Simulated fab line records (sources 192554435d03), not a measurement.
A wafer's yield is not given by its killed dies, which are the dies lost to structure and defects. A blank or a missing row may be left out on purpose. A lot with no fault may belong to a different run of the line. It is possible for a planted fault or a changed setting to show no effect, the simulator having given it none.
Matching of chambers -- flow n5-finfet -- 4 sister chambers for N5_SD_EPI_N_ETCH_34 on rie-diel-02
The step etches SiARC in CF4, target depth 45.5 nm, time 75.8 s. 16 wafers are shown with their chamber, then 8 later ones without.

WAFERS WITH THEIR CHAMBER
wafer,chamber,showerhead-plenum-p-Torr (Torr),drypump-motor-current-A (A),throttle-valve-pct (%)
L075.2,3,2.15,5.3,15.85
L075.3,2,2.11,5.4,15.47
L075.5,3,2.15,5.4,15.82
L085.1,0,2.03,5.8,15.62
L085.2,2,2.10,5.4,15.51
L085.3,1,2.03,5.7,15.97
L085.4,3,2.15,5.3,15.86
L085.5,0,2.03,5.8,15.61
L085.6,3,2.15,5.4,15.89
L087.2,3,2.14,5.4,15.89
L087.3,2,2.10,5.4,15.53
L087.5,0,2.03,5.8,15.63
L089.1,2,2.10,5.4,15.52
L089.2,1,2.03,5.7,15.98
L089.3,3,2.14,5.4,15.89
L091.1,3,2.14,5.4,15.90

SIGNATURES (averages over the wafers above)
reading,chamber 0,chamber 1,chamber 2,chamber 3,scatter within a chamber
showerhead-plenum-p-Torr,2.0300,2.0300,2.1025,2.1457,0.00453
drypump-motor-current-A,5.800,5.700,5.400,5.371,0.0345
throttle-valve-pct,15.6200,15.9750,15.5075,15.8714,0.0249
Rule: a wafer lies at a distance from a chamber equal to the root of the sum of squares, over the readings, of (its reading less the chamber's mean, divided by the reading's scatter). If the next closest chamber is less than 2 further off than the closest, the wafer can't be placed; otherwise it belongs to the closest. The scatter: the root of (the sum of the squares of (reading less its chamber's mean) over the shown wafers, divided by (wafers less chambers)).

WAFERS WITHOUT THEIR CHAMBER
wafer,showerhead-plenum-p-Torr (Torr),drypump-motor-current-A (A),throttle-valve-pct (%)
L091.2,2.03,5.7,15.99
L091.3,2.03,5.8,15.63
L091.4,2.10,5.4,15.53
L091.5,2.03,5.6,15.98
L091.6,2.10,5.4,15.53
L095.1,2.02,5.8,15.67
L095.3,2.28,5.7,15.45
L095.4,2.09,5.4,15.55

WHICH CHAMBER EACH ONE RAN IN
wafer,from the rows above,in truth
L091.2,1,1
L091.3,0,0
L091.4,2,2
L091.5,1,1
L091.6,2,2
L095.1,0,0
L095.3,3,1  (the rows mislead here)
L095.4,2,2
7 of 8 placed correctly. Left unplaced by these rows: 0. Number placed wrongly: 1.
